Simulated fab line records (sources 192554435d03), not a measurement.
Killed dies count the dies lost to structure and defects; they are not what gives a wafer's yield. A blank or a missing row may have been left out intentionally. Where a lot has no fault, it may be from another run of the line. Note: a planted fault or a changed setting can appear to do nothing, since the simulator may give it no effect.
Split-lot trial -- flow n5-finfet -- 39 wafers read from 7 lots, route of 1938 steps

## ABOUT THE SPLIT
At N5_GATE_CUT_ETCH_58 (etches SiNx in CH3F/O2, target depth 17 nm, time 128.6 s), the setting target-depth-a was moved away from the recipe's 170 angstrom on 12 of the 39 wafers read, by -11.6% to +12.9%. For the rest of the wafers, this setting stayed at what the recipe calls for.

Reading taken at the split's own step.

## THE READING
etch.depth-nm (the simulator's own value, which no gauge read), in nm, at N5_GATE_CUT_ETCH_58 (etches SiNx in CH3F/O2, target depth 17 nm, time 128.6 s). There is no usual value for it anywhere in the file. Here, 27 wafers ran the recipe; their average is 16.82 nm with a standard deviation of 0.32 nm.

wafer,"tool, chamber at the split","target-depth-a as run, angstrom",against the recipe,"etch.depth-nm, nm",against lot-mates on the recipe
L081.1,"rie-diel-02, 1",161.6,-4.9%,15.71,-0.93
L081.2,"rie-diel-02, 3",170,recipe,16.68,-
L081.3,"rie-diel-02, 0",170,recipe,17.25,-
L081.4,"rie-diel-02, 2",170,recipe,15.99,-
L081.5,"rie-diel-02, 0",161.6,-4.9%,16.3,-0.34
L081.6,"rie-diel-02, 1",161.6,-4.9%,15.78,-0.86
L085.1,"rie-diel-06, 0",182.9,+7.6%,18,+1.19
L085.2,"rie-diel-06, 3",170,recipe,17.06,-
L085.3,"rie-diel-06, 2",182.9,+7.6%,17.97,+1.16
L085.4,"rie-diel-06, 1",170,recipe,16.68,-
L085.6,"rie-diel-06, 1",170,recipe,16.68,-
L085.5,"rie-diel-06, 2",182.9,+7.6%,17.74,+0.93
L087.1,"rie-diel-06, 2",170,recipe,16.57,-
L087.2,"rie-diel-06, 3",170,recipe,17.08,-
L087.6,"rie-diel-06, 3",170,recipe,17.08,-
L087.3,"rie-diel-06, 0",170,recipe,16.45,-
L087.4,"rie-diel-06, 1",170,recipe,16.41,-
L087.5,"rie-diel-06, 2",170,recipe,16.54,-
L089.1,"rie-diel-06, 0",150.3,-11.6%,14.75,-2.00
L089.2,"rie-diel-06, 1",170,recipe,16.73,-
L089.3,"rie-diel-06, 2",170,recipe,16.76,-
L089.4,"rie-diel-06, 1",150.3,-11.6%,14.79,-1.96
L089.5,"rie-diel-06, 2",170,recipe,16.77,-
L089.6,"rie-diel-06, 0",150.3,-11.6%,14.85,-1.90
L093.1,"rie-diel-05, 3",170,recipe,16.82,-
L093.2,"rie-diel-05, 2",170,recipe,17.18,-
L093.3,"rie-diel-05, 1",170,recipe,16.56,-
L093.4,"rie-diel-05, 0",170,recipe,16.9,-
L093.5,"rie-diel-05, 1",170,recipe,16.47,-
L093.6,"rie-diel-05, 0",170,recipe,17.03,-
L095.2,"rie-diel-05, 2",170,recipe,17.17,-
L095.3,"rie-diel-05, 3",170,recipe,16.76,-
L095.6,"rie-diel-05, 0",170,recipe,16.87,-
L096.1,"rie-diel-02, 0",170,recipe,17.58,-
L096.2,"rie-diel-02, 3",170,recipe,17.22,-
L096.3,"rie-diel-02, 1",170,recipe,16.73,-
L096.4,"rie-diel-02, 3",191.9,+12.9%,19.57,+2.39
L096.5,"rie-diel-02, 1",191.9,+12.9%,18.9,+1.72
L096.6,"rie-diel-02, 0",191.9,+12.9%,19.97,+2.79

FIT RESULTS
A straight line over all 39 wafers: etch.depth-nm changes by +0.184 nm for each +1% of target-depth-a; r = +0.95; the points scatter about the line by 0.34 nm.
The same after taking each lot's own level away (the mean of its wafers on the recipe; 39 wafers): +0.168 nm for each +1%; r = +0.95; scatter 0.3 nm.
That fit puts the effect of the largest move of target-depth-a on the reading at 2.2 nm.
Across the lots, their own levels run from 16.640 to 17.177 nm, a range of 1.7 times the standard deviation given above.
So the lot-to-lot level changes the slope little: the two slopes agree.
Check: with one of the wafers moved furthest among these (+12.9%) left out of the fit, the line predicts +2.12 nm for it against its lot-mates. It came out at +2.39 nm against them.

## ADDITIONAL SPLITS CARRIED BY THESE WAFERS
Other splits were also applied to these wafers ahead of the reading. Each is held against what the fit with the lots' levels taken away leaves over:
other split on the same wafers,wafers away from the commonest value,r with etch.depth-nm (lot level and that fit taken away)
N5_PMOS_HMC_CHANNEL_EPI_EPI_20 pressure-torr,30,-0.11
N5_SD_EPI_N_ETCH_35 source-w,18,-0.03

## FILE'S OWN FIT
etch.depth-nm changes by +0.168 nm for each +1% of target-depth-a, r = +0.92.
